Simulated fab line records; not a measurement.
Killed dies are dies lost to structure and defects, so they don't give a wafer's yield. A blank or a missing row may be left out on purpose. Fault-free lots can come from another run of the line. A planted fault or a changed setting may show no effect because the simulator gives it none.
Problem report, 8D (eight disciplines) form, completed by code -- flow n5Finfet -- the parts of the form that need people (team, actions taken, sign-off) are left out

1. THE ISSUE
rfFwdPowerW at N5_BEOL_M1_ETCH_77 reads a mean of 1021.0 W on 6 wafers of 2 lots; wafers without a fault read 820.0 W with a standard deviation of 2.6. That is +77 standard deviations from the usual mean.
The step: etches underlayer in N2/H2, target depth 6.5 nm, time 5.2 s.
The first sign was on wafer L957.2 at day 7 07:10, on rieDiel-02. Wafers with a number at this step in the record: 24, from 8 lots. The rule behind "out" and "out of limits": a value lying over 4 standard deviations away from the usual mean. Any other wafer with a number is counted as sound.

2. WHAT IT IS; WHAT IT IS NOT
question,is,is not
which readings at this step,"rfFwdPowerW, etchRfOnTimeS, rfVppV","drypumpMotorCurrentA, showerheadPlenumPTorr, throttleValvePct"
which lots,"L957, L958","L953, L968, L970, L973, L974, L975"
which wafers of those lots,all that have a number,-
read on which tools,rieDiel-02,"rieDiel-05, rieDiel-06"
when,from day 7 07:10,"up to then (3 sound wafers); but 15 sound wafers of L968, L970, L973, L974, L975 came after"

3. SUSPECTS, AND WHAT RULES EACH OUT
Counting: a tool at any process step up to the reading remains a suspect when it ran all the lots that are out and ran no sound lot after the first of those.
- rieDiel-06 at N5_BEOL_M1_ETCH_74 (etches underlayer in N2/H2, target depth 6.5 nm, time 5.2 s): ruled out as a lasting fault. Following L957 (day 7 06:17), the first lot on it that is out, the sound lots L970, L975 were run on it.
- rieDiel-06 at N5_BEOL_M1_ETCH_64 (etches SOC in N2/H2, target depth 75 nm, overetch 15 nm, time 112.5 s): ruled out as a lasting fault. Following L957 (day 7 06:20), the first lot on it that is out, the sound lots L970, L975 were run on it.
- rieDiel-06 at N5_BEOL_M1_STRIP_66 (strips in CF4): ruled out as a lasting fault. Following L957 (day 7 06:28), the first lot on it that is out, the sound lots L970, L975 were run on it.
- rieDiel-02 at N5_BEOL_M1_ETCH_77 (etches underlayer in N2/H2, target depth 6.5 nm, time 5.2 s): ruled out as a lasting fault. Following L957 (day 7 07:10), the first lot on it that is out, the sound lots L968, L973, L975 were run on it.
Left after counting: nothing in the record.

4. THE CAUSE (what the simulator had put in)
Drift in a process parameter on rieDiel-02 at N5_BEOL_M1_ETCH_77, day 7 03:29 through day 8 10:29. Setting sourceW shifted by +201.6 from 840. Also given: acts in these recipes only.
Counting ruled it out, wrongly.

5. THE EFFECT CHAIN, in route order
Each row: a reading where the mean over the struck wafers with a number is more than 3 standard deviations away from the usual. Only readings for which the record gives a usual standard deviation are gone through. hours: the time from each lot's start at the first step in this table that gives one to its start at this step, as a median over the lots. sigmas: the change in usual standard deviations.
hours,step,reading,usual,on struck wafers,change,sigmas
0,N5_BEOL_M1_ETCH_77,etchRfOnTimeS,5.23 s,4.40,-0.83,-9.2
0,N5_BEOL_M1_ETCH_77,rfFwdPowerW,820.0 W,1021.0,+201.0,+77
0,N5_BEOL_M1_ETCH_77,rfVppV,524.3 V,489.7,-34.6,-12
Here are the process steps it includes:
- N5_BEOL_M1_ETCH_77: etches underlayer in N2/H2, target depth 6.5 nm, time 5.2 s.
Later measuring or inspecting steps at which every struck wafer that the step has a row for has a number for every such reading, and none has moved that far: N5_BEOL_M4_RC_MEAS_101.

6. HOW IT WOULD HAVE BEEN CAUGHT EARLIER
4 hours passed between the start of the fault at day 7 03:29 and the first reading out of limits in this record, taken at day 7 07:10.
